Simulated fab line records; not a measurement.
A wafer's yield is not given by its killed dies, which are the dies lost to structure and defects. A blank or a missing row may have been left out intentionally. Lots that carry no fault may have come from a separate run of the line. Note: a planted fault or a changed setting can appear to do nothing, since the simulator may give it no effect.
fab line records -- flow nand-harc
record lots=13, wafers=39, last-day=25
route steps=1159 shown A_SLIT@794 A_SIN_REMOVE@808 A_WL_FILL@809 END@1159
lots with no fault: from the same line, run without faults
start-h: hours from the record's opening day to when the first of the lot's shown wafers began -- wait-h: how many hours have passed since the lot's step before this one -- " same as the row above -- L1.1+2: a single row standing in for several wafers -- - no value present, or no start provided -- * or withheld: withheld -- < > ~ a bound
route shown NAME@n: NAME is a module with steps in the file, n the number in the route of the first one -- usual: the fault-free wafers' mean and standard deviation -- same: alike in all rows -- chamber/n: place in a boat -- sites: per-site readings -- _std_site: standard deviation of those values -- _edge_site: the outer-site mean with the inner-site mean subtracted -- radius-mm: how far each site lies from the wafer's centre -- mask NAME#n: copy n -- behind: the tool/chamber that last shaped the wafer -- hold: why the lot was held/for how many hours/how that ended -- device: whichever transistor did not switch (one of n, p or np) -- end of line: the same wafers' tests at the end of the route -- a step given without rows: its recipe and nothing more -- killed: at the first sort, the dies lost to defects and structure; wafer yield is something else -- map: per-die view of a wafer (x killed, . not killed, _ where there is no die)
set.NAME: setting as actually run; set.NAME@STEP: the setting as run at that earlier step -- model.NAME: the simulator's own value behind a step, which no gauge read
the route's steps for a sample of lots (tables are steps, rows are wafers)
services: the hour from which a tool's chamber was out of use, counted from the record's first day as start-h (under 0 if before that day), plus the number of hours and why
## steps
# step NHARC_A_SLIT_ETCH_24
# recipe target-depth-a=1210, time-s=60.5, cf4-flow-sccm=100, chf3-flow-sccm=30, ar-flow-sccm=0, rf-w=500, bias-w=200, chemistry=CF4/CHF3
# usual drypump-motor-current-A=5.6/0.51, oes-product-au=0.960/0.015, rf-vpp-V=370/3, showerhead-plenum-p-Torr=1.56/0.084, throttle-valve-pct=16.803/0.0092
lot.wafer,tool,chamber,start-h,wait-h,drypump-motor-current-A,oes-product-au,rf-hours-counter-h,rf-vpp-V,showerhead-plenum-p-Torr,throttle-valve-pct
L134.1,rie-diel-09,2,327.41,0.1,5.3,0.973,5,369,1.48,16.810
L134.2,rie-diel-09,3,327.41,0.1,5.3,0.956,4,373,1.67,16.806
L134.3,rie-diel-09,0,327.41,0.1,5.1,0.994,4,369,1.48,16.792
L139.1,rie-diel-01,0,335.17,0.1,5.9,0.975,0,366,1.47,16.812
L139.2,rie-diel-01,3,335.17,0.1,5.1,0.982,0,372,1.62,16.811
L139.6,rie-diel-01,0,335.17,0.1,5.9,0.976,-,367,1.47,16.800
L137.1,rie-diel-07,3,335.51,0.1,6.6,0.944,6,367,1.47,16.811
L137.3,rie-diel-07,0,335.51,0.1,5.6,0.934,6,374,1.67,16.801
L137.6,rie-diel-07,3,335.51,0.1,6.6,0.953,-,364,1.47,16.799
L149.3,rie-diel-01,1,400.88,0.1,5.7,0.959,6,368,1.49,16.802
L149.5,rie-diel-01,3,400.88,0.1,5.1,0.949,-,371,1.62,16.789
L149.6,rie-diel-01,0,400.88,0.1,5.9,0.959,-,366,1.47,16.809
L148.1,rie-diel-09,3,412.44,0.1,5.3,0.942,11,373,1.67,16.802
L148.4,rie-diel-09,1,412.44,0.1,5.1,0.946,12,372,1.58,16.771
L148.2,rie-diel-09,2,412.44,0.1,5.3,0.956,12,366,1.48,16.811
L153.2,rie-diel-01,1,425.06,0.1,5.7,0.940,7,368,1.49,16.799
L153.3,rie-diel-01,3,425.06,0.1,5.1,0.943,7,374,1.62,16.803
L153.6,rie-diel-01,1,425.06,0.1,5.7,0.927,-,368,1.49,16.815
L150.2,rie-diel-07,2,425.10,0.1,5.1,0.957,1,372,1.67,16.807
L150.5,rie-diel-07,0,425.10,0.1,5.6,0.959,-,374,1.67,16.800
L150.6,rie-diel-07,1,425.10,0.1,5.7,0.973,-,371,1.54,16.812
L151.4,rie-diel-09,1,425.13,0.1,5.0,0.974,13,373,1.58,16.794
L151.3,rie-diel-09,2,425.13,0.1,5.3,0.958,12,368,1.48,16.798
L151.2,rie-diel-09,3,425.13,0.1,5.3,0.944,11,374,1.67,16.823
L154.2,rie-diel-07,1,435.60,0.1,5.6,0.963,2,371,1.54,16.806
L154.3,rie-diel-07,2,435.60,0.1,5.1,0.968,2,372,1.67,16.805
L154.5,rie-diel-07,0,435.60,0.1,5.6,0.969,-,375,1.67,16.799
L152.2,rie-diel-07,0,440.67,0.1,5.6,0.937,2,373,1.67,16.806
L152.5,rie-diel-07,3,440.67,0.1,6.6,0.953,-,367,1.47,16.802
L152.6,rie-diel-07,0,440.67,0.1,5.6,0.937,-,373,1.67,16.812
L156.4,rie-diel-09,3,440.90,0.1,5.3,0.947,0,374,1.67,16.801
L156.5,rie-diel-09,1,440.90,0.1,5.1,0.948,-,371,1.58,16.788
L156.6,rie-diel-09,2,440.90,0.1,5.3,0.950,-,369,1.48,16.798
L155.4,rie-diel-09,3,442.09,0.1,5.3,0.966,1,374,1.67,16.814
L155.1,rie-diel-09,0,442.09,0.1,5.1,0.987,1,367,1.48,16.802
L155.2,rie-diel-09,1,442.09,0.1,5.0,0.947,0,371,1.58,16.796
L157.2,rie-diel-09,1,461.51,0.1,5.1,0.971,1,371,1.58,16.776
L157.1,rie-diel-09,3,461.51,0.1,5.3,0.948,1,374,1.67,16.806
L157.5,rie-diel-09,1,461.51,0.1,5.0,0.972,-,372,1.58,16.778
# step NHARC_A_SIN_REMOVE_INSPECT_04
# usual raw-defect-count=348/120
lot.wafer,tool,chamber,start-h,wait-h,raw-defect-count
L134.1,defect-inspect-02,-,338.37,0.0,471
L134.2,defect-inspect-02,-,338.37,0.0,389
L134.3,defect-inspect-02,-,338.37,0.0,369
L139.1,defect-inspect-01,-,346.41,0.0,291
L139.2,defect-inspect-01,-,346.41,0.0,510
L139.6,defect-inspect-01,-,346.41,0.0,252
L137.1,defect-inspect-02,-,346.41,0.0,290
L137.3,defect-inspect-02,-,346.41,0.0,413
L137.6,defect-inspect-02,-,346.41,0.0,358
L149.3,defect-inspect-02,-,417.01,0.0,296
L149.5,defect-inspect-02,-,417.01,0.0,264
L149.6,defect-inspect-02,-,417.01,0.0,261
L148.1,defect-inspect-01,-,423.45,0.0,245
L148.2,defect-inspect-01,-,423.45,0.0,344
L148.4,defect-inspect-01,-,423.45,0.0,356
L151.2,defect-inspect-02,-,436.12,0.0,364
L151.3,defect-inspect-02,-,436.12,0.0,502
L151.4,defect-inspect-02,-,436.12,0.0,348
L150.2,defect-inspect-01,-,436.12,0.0,493
L150.5,defect-inspect-01,-,436.12,0.0,454
L150.6,defect-inspect-01,-,436.12,0.0,302
L153.2,defect-inspect-02,-,436.14,0.0,365
L153.3,defect-inspect-02,-,436.14,0.0,367
L153.6,defect-inspect-02,-,436.14,0.0,358
L154.2,defect-inspect-02,-,446.69,0.0,290
L154.3,defect-inspect-02,-,446.69,0.0,252
L154.5,defect-inspect-02,-,446.69,0.0,374
L152.2,defect-inspect-01,-,457.30,0.0,436
L152.5,defect-inspect-01,-,457.30,0.0,486
L152.6,defect-inspect-01,-,457.30,0.0,484
L156.4,defect-inspect-02,-,457.30,0.0,259
L156.5,defect-inspect-02,-,457.30,0.0,229
L156.6,defect-inspect-02,-,457.30,0.0,228
L155.1,defect-inspect-01,-,457.31,0.0,285
L155.2,defect-inspect-01,-,457.31,0.0,256
L155.4,defect-inspect-01,-,457.31,0.0,312
L157.1,defect-inspect-02,-,472.39,0.0,212
L157.2,defect-inspect-02,-,472.39,0.0,290
L157.5,defect-inspect-02,-,472.39,0.0,215
# step NHARC_A_WL_FILL_ALD_00
# recipe target-thk-a=30, pulse-time-s=3, ald-cycles=30, temp-c=300, material=Al2O3
# usual ald-cycles=30/0, heater-power-w=477/54, precursor-pulse-height-rel=0.999/0.02
# same pulse-time-s=3
lot.wafer,tool,chamber,start-h,wait-h,ald-cycles,heater-power-w,precursor-pulse-height-rel
L134.3,ald-hk-04,0,338.44,0.1,30,511,0.982
L134.1,ald-hk-04,2,338.44,0.1,30,510,0.986
L134.2,ald-hk-04,3,338.44,0.1,30,437,1.018
L137.3,ald-hk-03,1,347.01,0.6,30,418,0.964
L137.1,ald-hk-03,0,347.01,0.6,30,507,1.043
L137.6,ald-hk-03,2,347.01,0.6,30,484,0.986
L139.2,ald-hk-03,2,347.17,0.8,30,500,1.023
L139.1,ald-hk-03,0,347.17,0.8,43,503,1.000
L139.6,ald-hk-03,2,347.17,0.8,30,483,0.983
L149.3,ald-hk-03,3,418.13,1.1,30,536,0.990
L149.5,ald-hk-03,1,418.13,1.1,30,422,1.002
L149.6,ald-hk-03,2,418.13,1.1,30,497,1.011
L148.1,ald-hk-01,1,426.59,3.1,30,443,1.019
L148.2,ald-hk-01,2,426.59,3.1,30,500,1.006
L148.4,ald-hk-01,0,426.59,3.1,30,447,0.988
L151.2,ald-hk-04,1,436.19,0.1,30,374,1.024
L151.3,ald-hk-04,2,436.19,0.1,30,536,0.984
L151.4,ald-hk-04,3,436.19,0.1,30,442,1.009
L150.2,ald-hk-04,1,436.35,0.2,30,366,1.013
L150.5,ald-hk-04,1,436.35,0.2,30,358,0.988
L150.6,ald-hk-04,2,436.35,0.2,30,530,1.000
L153.3,ald-hk-04,0,436.52,0.4,30,520,0.979
L153.2,ald-hk-04,3,436.52,0.4,30,446,0.981
L153.6,ald-hk-04,1,436.52,0.4,30,366,0.963
L154.3,ald-hk-03,3,446.78,0.1,30,537,0.976
L154.2,ald-hk-03,0,446.78,0.1,30,507,0.997
L154.5,ald-hk-03,2,446.78,0.1,30,497,0.977
L156.4,ald-hk-01,2,457.40,0.1,30,528,1.002
L156.6,ald-hk-01,1,457.40,0.1,30,444,1.004
L156.5,ald-hk-01,2,457.40,0.1,30,534,1.006
L155.2,ald-hk-04,3,457.40,0.1,30,430,0.982
L155.1,ald-hk-04,0,457.40,0.1,30,525,1.015
L155.4,ald-hk-04,1,457.40,0.1,30,364,0.987
L152.2,ald-hk-03,2,457.45,0.1,30,494,0.987
L152.6,ald-hk-03,3,457.45,0.1,30,546,0.991
L152.5,ald-hk-03,0,457.45,0.1,30,494,0.973
L157.2,ald-hk-04,0,472.46,0.1,30,521,0.977
L157.1,ald-hk-04,1,472.46,0.1,30,356,0.977
L157.5,ald-hk-04,0,472.46,0.1,30,517,0.989
# step NHARC_A_WL_FILL_ALD_10
# recipe target-thk-a=500, pulse-time-s=10, ald-cycles=500, temp-c=300, material=SiO2
# usual ald-cycles=500/0, heater-power-w=477/51, precursor-pulse-height-rel=1.004/0.02
# same pulse-time-s=10
lot.wafer,tool,chamber,start-h,wait-h,ald-cycles,heater-power-w,precursor-pulse-height-rel
L134.2,ald-hk-03,0,348.95,0.1,500,504,1.003
L134.3,ald-hk-03,1,348.95,0.1,500,423,1.026
L134.1,ald-hk-03,2,348.95,0.1,500,489,0.968
L137.1,ald-hk-01,2,356.79,0.1,500,522,0.999
L137.3,ald-hk-01,1,358.32,1.6,500,457,1.018
L137.6,ald-hk-01,3,359.34,2.6,500,497,1.015
L139.2,ald-hk-03,0,357.31,0.6,500,507,0.990
L139.1,ald-hk-03,2,358.36,1.6,500,492,0.999
L139.6,ald-hk-03,3,358.36,1.6,500,536,1.028
L149.3,ald-hk-04,3,432.51,1.6,500,437,1.009
L149.5,ald-hk-04,0,432.51,1.6,500,519,1.006
L149.6,ald-hk-04,1,432.51,1.6,500,358,1.020
L148.2,ald-hk-04,3,436.68,0.3,500,436,0.993
L148.1,ald-hk-04,1,437.72,1.3,500,370,1.004
L148.4,ald-hk-04,2,437.72,1.3,500,521,0.988
L151.2,ald-hk-01,0,448.88,0.6,500,426,1.008
L151.3,ald-hk-01,1,448.88,0.6,500,434,1.041
L151.4,ald-hk-01,2,448.88,0.6,500,509,1.013
L150.2,ald-hk-03,0,449.38,1.1,500,507,0.986
L150.6,ald-hk-03,2,450.39,2.1,500,500,0.991
L150.5,ald-hk-03,3,450.39,2.1,500,535,0.987
L153.2,ald-hk-03,0,451.59,0.1,500,516,1.030
L153.3,ald-hk-03,3,453.16,1.6,500,534,0.983
L153.6,ald-hk-03,0,453.16,1.6,500,508,1.008
L154.2,ald-hk-03,0,459.52,1.1,500,511,0.965
L154.3,ald-hk-03,1,459.52,1.1,500,422,0.995
L154.5,ald-hk-03,2,459.52,1.1,500,486,1.006
L155.2,ald-hk-03,0,467.33,0.1,500,516,1.042
L155.1,ald-hk-03,1,467.33,0.1,500,424,1.003
L155.4,ald-hk-03,2,467.33,0.1,500,493,0.991
L156.4,ald-hk-01,1,467.34,0.1,500,450,0.984
L156.6,ald-hk-01,1,469.37,2.1,500,438,0.983
L156.5,ald-hk-01,2,469.37,2.1,500,511,1.003
L152.2,ald-hk-04,1,467.85,0.6,500,367,1.005
L152.5,ald-hk-04,0,469.39,2.1,500,543,1.013
L152.6,ald-hk-04,1,469.39,2.1,500,369,0.996
L157.2,ald-hk-03,1,489.64,1.1,500,420,1.009
L157.1,ald-hk-03,2,489.64,1.1,500,493,1.035
L157.5,ald-hk-03,3,489.64,1.1,500,540,0.993
# step NHARC_END_SORT_01
# recipe temp-c=25
# usual killed-at-array=25/9.2, killed-at-other=0.9/1.3, killed-at-periphery=3.3/2.3, killed-dies=29/9.6, killed-open=3.2/1.8, killed-short=2/1.4
# same gross-dies=677
lot.wafer,tool,chamber,start-h,wait-h,killed-at-array,killed-at-other,killed-at-periphery,killed-dies,killed-open,killed-short
L150.2,prober-01,0,552.47,2.8,25,0,5,30,2,3
L150.5,prober-01,0,554.90,3.7,37,1,3,41,1,3
L150.6,prober-01,0,555.71,4.0,36,0,2,38,3,2
# killed by level:class
L150.2 A_SLIT:chamber-film-flake=11 A_CHANNEL_HOLE_D1:chamber-film-flake=7 A_CONTACT:chamber-film-flake=3 A_CONTACT:geometric-particle:short=2 A_CONTACT:geometric-particle:open=2 P_ZERO_WELL:chamber-film-flake=2 P_CONTACT:chamber-film-flake=2 P_M0:geometric-particle:short=1
L150.5 A_CHANNEL_HOLE_D1:chamber-film-flake=14 A_SLIT:chamber-film-flake=13 A_CONTACT:chamber-film-flake=4 P_CONTACT:chamber-film-flake=2 A_ONON_D1:geometric-particle:short=1 A_CHANNEL_FILL_D1:geometric-particle:short=1 A_CHANNEL_FILL_D1:geometric-particle:open=1 P_ZERO_WELL:chamber-film-flake=1
L150.6 A_CHANNEL_HOLE_D1:chamber-film-flake=17 A_SLIT:chamber-film-flake=9 A_CONTACT:chamber-film-flake=3 A_CONTACT:geometric-particle:open=2 P_M1:chamber-film-flake=2 A_CHANNEL_FILL_D1:chamber-film-flake=2 A_SGD_CUT:geometric-particle:open=1 A_SGD_CUT:geometric-particle:short=1
## services
tool,chamber,start-h,hours,kind
ald-hk-03,-,311.09,1.8,repair
rie-diel-07,1,312.57,4.7,repair
rie-diel-01,-,314.87,9.0,pm
ald-hk-03,-,327.12,10.0,pm
ald-hk-03,0,327.12,10.0,vent-cycle
ald-hk-03,1,327.12,10.0,vent-cycle
ald-hk-03,2,327.12,10.0,vent-cycle
ald-hk-03,3,327.12,10.0,vent-cycle
rie-diel-01,-,335.22,1.2,repair
ald-hk-03,0,337.12,-,clean
ald-hk-03,1,337.12,-,clean
ald-hk-03,2,337.12,-,clean
ald-hk-03,3,337.12,-,clean
rie-diel-09,2,337.51,2.6,repair
rie-diel-01,3,362.01,11.5,repair
rie-diel-01,1,385.48,8.4,repair
rie-diel-01,2,389.09,8.0,repair
rie-diel-07,1,397.80,6.8,repair
rie-diel-07,-,405.20,9.0,pm
ald-hk-01,-,406.00,10.0,pm
rie-diel-01,1,415.69,9.1,repair
rie-diel-09,-,431.11,9.0,pm
rie-diel-09,-,455.34,0.6,repair
rie-diel-07,2,479.52,4.0,repair
## key
first-sign step=NHARC_A_WL_FILL_ALD_00, reading=ald-cycles, direction=up, sigmas=99+, usual=30, struck=43
effect none on later readings
met-at NHARC_A_WL_FILL_ALD_00
struck-lots L139
struck-wafers L139.1
tester-left-out L139
not-acting-at NHARC_A_SLIT_ETCH_24,NHARC_A_SIN_REMOVE_INSPECT_04,NHARC_A_WL_FILL_ALD_10
fault kind=process-parameter-drift, tool=ald-hk-03, chamber=0, onset-h=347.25, steps=NHARC_A_WL_FILL_ALD_00, channel=ald-cycles, offset=13, shape=step, end-h=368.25, acts-in=these-recipes-only, stated=30
# tester-left-out: of these lots the tester's yield and bins aren't shown, on N5 and GAA mostly nor the transistor test; their killed dies are dies lost to structure and defects alone, not to doping, threshold or leakage, so they don't give the yield
